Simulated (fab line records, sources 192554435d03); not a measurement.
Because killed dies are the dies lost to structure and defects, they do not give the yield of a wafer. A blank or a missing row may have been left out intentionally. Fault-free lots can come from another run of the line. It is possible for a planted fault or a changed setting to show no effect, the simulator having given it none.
fab line records    flow n5-finfet
record lots=4  wafers=12  last-day=18
route steps=1938 shown BEOL_M10@1482
lots that met no fault: from a run of the same line without faults
start-h: hours from the record's first day to the start of the lot's first wafer shown    wait-h: hours elapsed since this lot's preceding step    " identical to the entry in the row above    L1.1+2: a single row standing in for several wafers    - no value, or no start given    * or withheld: withheld    < > ~ a bound
route shown NAME@n: NAME is a module with steps in the file, n the number in the route of the first one    usual: average and standard deviation across the fault-free wafers    same: alike in all rows    chamber/n: place in a boat    sites: the reading at each site    _std_site: their standard deviation    _edge_site: inner sites' mean taken away from outer sites' mean    radius-mm: how far each site lies from the wafer's centre    mask NAME#n: copy n    behind: the tool/chamber that last shaped the wafer    hold: reason for holding the lot/hours on hold/outcome of the hold    device: transistor that didn't switch, given as n, p or np    end of line: at the end of the route, the tests of the same wafers    a step given without rows: its recipe and nothing more    killed: not the wafer's yield, but the dies lost to structure and defects at the first sort    map: dies across one wafer; x = killed, . = not, _ = none there
set.NAME: setting as actually run; set.NAME@STEP: the setting as run at that earlier step    model.NAME: the simulator's own value behind a step, which no gauge read
a table for each step, a row for each wafer; lots at some steps of the route
services: when a tool's chamber went out of use (start-h, in hours from the record's first day, below 0 if earlier), for how many hours, and the reason
## steps
# step N5_BEOL_M10_DEVELOP_10
# recipe develop-time-s=30  developer=TMAH  resist=CAR-ArF  rinse-liquid=diw  dry=air-spin  dev-temp-c=23
# step N5_BEOL_M10_DESCUM_16
# recipe chemistry=O2  time-s=7.9  source-power-w=50  bias-power-w=20  pressure-mtorr=20  rf-frequency-hz=2.712e+07  temp-c=40  resist=CAR-ArF  o2-flow-sccm=225
# step N5_BEOL_M10_ETCH_61
# recipe chemistry=CF4  target=SiARC  target-depth-a=390  mask-material=CAR-ArF  time-s=65  ion-energy-ev=80  pressure-mtorr=40  source-w=545  bias-w=36  Ar_flow_sccm=100  cf4-flow-sccm=100  ends=cleared
# step N5_BEOL_M10_ETCH_62
# recipe chemistry=N2/H2  target=SOC  target-depth-a=1100  overetch-a=220  mask-material=SiARC  temp-c=40  time-s=165  ion-energy-ev=200  pressure-mtorr=30  source-w=840  bias-w=150  n2-flow-sccm=200  h2-flow-sccm=200
# step N5_BEOL_M10_STRIP_68
# recipe chemistry=N2/H2  temp-c=40  n2-flow-sccm=200  h2-flow-sccm=200  rf-frequency-hz=6e+07
# step N5_BEOL_M10_STRIP_67
# recipe chemistry=CF4  resist=SiARC  power-w=300  bias-power-w=75  pressure-mtorr=50  cf4-flow-sccm=150  rf-frequency-hz=6e+07
# step N5_BEOL_M10_HM_OPEN_17
# recipe chemistry=Cl2/BCl3  target-depth-a=200  overetch-a=60  target=TiN  mask-material=SOC  ion-energy-ev=150  pressure-mtorr=10  icp-w=1000  bias-w=126  Cl2_flow_sccm=53.25  bcl3-flow-sccm=21.75  Ar_flow_sccm=25
# step N5_BEOL_M10_STRIP_19
# recipe chemistry=O2  power-w=400  temp-c=40  pressure-mtorr=30  rf-frequency-hz=6e+07  bias-power-w=0  overash-fraction=0.2  o2-flow-sccm=225
# step N5_BEOL_M10_COAT_63
# recipe resist=SOC  temp-c=250  time-s=60  spin-rpm=1500  resist-thk-nm=100
# usual spin-speed-rpm=1500.0/1.1
lot.wafer  tool            chamber  start-h  wait-h  spin-speed-rpm  model.SOC_of_BEOL_M10_COAT_63.thk-nm
L583.1     litho-track-05  0        277.75   0.0     1572.1          98
L583.3     "               0        "        "       1568.3          97.8
L583.6     "               0        "        "       1569.6          98
L585.2     litho-track-05  0        291.95   1.2     1569.2          97.4
L585.5     "               0        "        "       1570.7          97.4
L585.6     "               0        "        "       1567.6          97.2
L596.2     litho-track-01  0        358.16   2.3     1498.6          100
L596.3     "               0        "        "       1499.8          100.2
L596.4     "               0        "        "       1498.6          100.2
L598.3     litho-track-05  0        370.99   0.1     1499.0          99.8
L598.5     "               0        "        "       1499.9          99.8
L598.6     "               0        "        "       1499.6          100
# step N5_BEOL_M10_COAT_64
# recipe resist=SiARC  temp-c=220  time-s=60  spin-rpm=1500  resist-thk-nm=30
# step N5_BEOL_M10_COAT_22
# recipe resist=CAR-ArF  spin-rpm=1500  resist-thk-nm=90
# step N5_BEOL_M10_EBR_24
# recipe solvent=PGMEA  ebr-width-mm=1.5
# step N5_BEOL_M10_SOFTBAKE_23
# recipe temp-c=110  time-s=60  resist=CAR-ArF
# step N5_BEOL_M10_EXPOSE_25
# recipe mask-id=V9  na=1.35  source-shape=annular  sigma-inner=0.5  sigma-outer=0.8  polarization=unpolarized  dose-mj=85.5
# step N5_BEOL_M10_PEB_26
# recipe peb-temp-c=withheld  peb-time-s=60  resist=CAR-ArF
# step N5_BEOL_M10_DEVELOP_27
# recipe develop-time-s=30  developer=TMAH  resist=CAR-ArF  rinse-liquid=diw  dry=air-spin  dev-temp-c=23
# step N5_BEOL_M10_DESCUM_33
# recipe chemistry=O2  time-s=7.9  source-power-w=50  bias-power-w=20  pressure-mtorr=20  rf-frequency-hz=2.712e+07  temp-c=40  resist=CAR-ArF  o2-flow-sccm=225
# step N5_BEOL_M10_ETCH_65
# recipe chemistry=CF4  target=SiARC  target-depth-a=390  mask-material=CAR-ArF  time-s=65  ion-energy-ev=80  pressure-mtorr=40  source-w=545  bias-w=36  Ar_flow_sccm=100  cf4-flow-sccm=100  ends=cleared
# step N5_BEOL_M10_ETCH_66
# recipe chemistry=N2/H2  target=SOC  target-depth-a=1200  overetch-a=240  mask-material=SiARC  temp-c=40  time-s=180  ion-energy-ev=200  pressure-mtorr=30  source-w=840  bias-w=150  n2-flow-sccm=200  h2-flow-sccm=200
# usual drypump-motor-current-A=5.6/0.55  oes-product-au=0.63/0.041  rf-vpp-V=522.9/2.2  showerhead-plenum-p-Torr=2.51/0.072  throttle-valve-pct=17.88/0.24
lot.wafer  tool         chamber  start-h  wait-h  drypump-motor-current-A  oes-product-au  rf-hours-counter-h  rf-vpp-V  showerhead-plenum-p-Torr  throttle-valve-pct  model.etch.depth-nm
L583.1     rie-diel-06  3        278.48   0.0     6.6                      0.62            123                 525.0     2.56                      18.12               97.96
L583.3     "            0        "        "       6.2                      0.66            70                  521.2     2.47                      17.82               97.89
L583.6     "            3        "        "       6.6                      0.61            -                   522.9     2.56                      18.11               97.91
L585.2     rie-diel-02  3        292.53   0.0     5.4                      0.59            185                 526.5     2.63                      17.84               97.39
L585.5     "            3        "        "       5.4                      0.59            -                   525.6     2.63                      17.87               97.37
L585.6     "            2        "        "       5.1                      0.67            -                   521.6     2.48                      18.15               97.3
L596.2     rie-diel-02  0        358.71   0.0     5.4                      0.56            219                 523.9     2.51                      18.13               100
L596.3     "            1        "        "       5.0                      0.63            105                 521.0     2.46                      17.95               100.2
L596.4     "            2        "        "       5.1                      0.66            93                  521.3     2.47                      18.22               100.2
L598.3     rie-diel-02  3        371.55   0.0     5.4                      0.58            211                 524.3     2.62                      17.88               99.89
L598.5     "            1        "        "       5.0                      0.63            -                   521.0     2.46                      17.96               99.83
L598.6     "            0        "        "       5.4                      0.55            -                   523.0     2.51                      18.12               99.98
# step N5_BEOL_M10_STRIP_69
# recipe chemistry=N2/H2  temp-c=40  n2-flow-sccm=200  h2-flow-sccm=200  rf-frequency-hz=6e+07
# step N5_BEOL_M10_VIA_ETCH_34
# recipe chemistry=C4F6/O2  target=SiCOH_lowk  target-depth-a=1845  mask-material=SOC  taper-deg=4  time-s=69.2  ion-energy-ev=250  pressure-mtorr=30  source-w=345  bias-w=185  Ar_flow_sccm=300  C4F6_flow_sccm=10  O2_flow_sccm=10
# usual drypump-motor-current-A=5.6/0.55  oes-product-au=0.77/0.052  rf-vpp-V=663/14  showerhead-plenum-p-Torr=2.82/0.071  throttle-valve-pct=21.01/0.21
lot.wafer  tool         chamber  start-h  wait-h  drypump-motor-current-A  oes-product-au  rf-hours-counter-h  rf-vpp-V  showerhead-plenum-p-Torr  throttle-valve-pct  model.SOC_of_BEOL_M10_COAT_63.thk-nm
L583.1     rie-diel-06  3        278.61   0.0     6.6                      0.76            123                 665       2.87                      21.15               90
L583.3     "            0        "        "       6.2                      0.82            70                  655       2.79                      21.12               90
L583.6     "            3        "        "       6.6                      0.76            -                   667       2.87                      21.16               89.8
L585.2     rie-diel-02  3        292.66   0.0     5.4                      0.72            185                 660       2.94                      20.99               89.6
L585.5     "            3        "        "       5.4                      0.73            -                   658       2.94                      20.98               89.4
L585.6     "            2        "        "       5.1                      0.84            -                   638       2.77                      21.14               89.4
L596.2     rie-diel-02  0        358.83   0.0     5.4                      0.68            219                 660       2.82                      21.20               92.4
L596.3     "            1        "        "       5.1                      0.77            105                 663       2.78                      21.17               92.6
L596.4     "            2        "        "       5.1                      0.81            93                  637       2.76                      21.17               92.2
L598.3     rie-diel-02  3        371.67   0.0     5.4                      0.71            211                 659       2.93                      21.03               92
L598.5     "            1        "        "       5.0                      0.76            -                   663       2.78                      21.15               92.2
L598.6     "            0        "        "       5.4                      0.68            -                   659       2.82                      21.21               92.4
# step N5_BEOL_M10_STRIP_73
# recipe chemistry=C4F6/O2  resist=SiARC  rf-frequency-hz=6e+07
## services
tool         chamber  start-h  hours  kind
rie-diel-02  3        335.50   4.8    repair
rie-diel-06  2        362.62   4.0    repair
## key
first-sign step=N5_BEOL_M10_COAT_63  reading=spin-speed-rpm  direction=up  sigmas=65  usual=*  struck=*
effect none on later readings
model-effect step=N5_BEOL_M10_COAT_63  value=SOC_of_BEOL_M10_COAT_63.thk-nm  without=99.9  struck=97.63
model-effect step=N5_BEOL_M10_ETCH_66  value=etch.depth-nm  without=99.88  struck=97.64
model-effect step=N5_BEOL_M10_VIA_ETCH_34  value=SOC_of_BEOL_M10_COAT_63.thk-nm  without=91.97  struck=89.7
met-at N5_BEOL_M10_COAT_63
struck-wafers L583.1,L583.3,L583.6,L585.2,L585.5,L585.6
fault kind=process-parameter-drift  tool=litho-track-05  chamber=-  onset-h=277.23  steps=N5_BEOL_M10_COAT_63  channel=spin-rpm  offset=*  shape=step  end-h=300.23  acts-in=*  stated=*
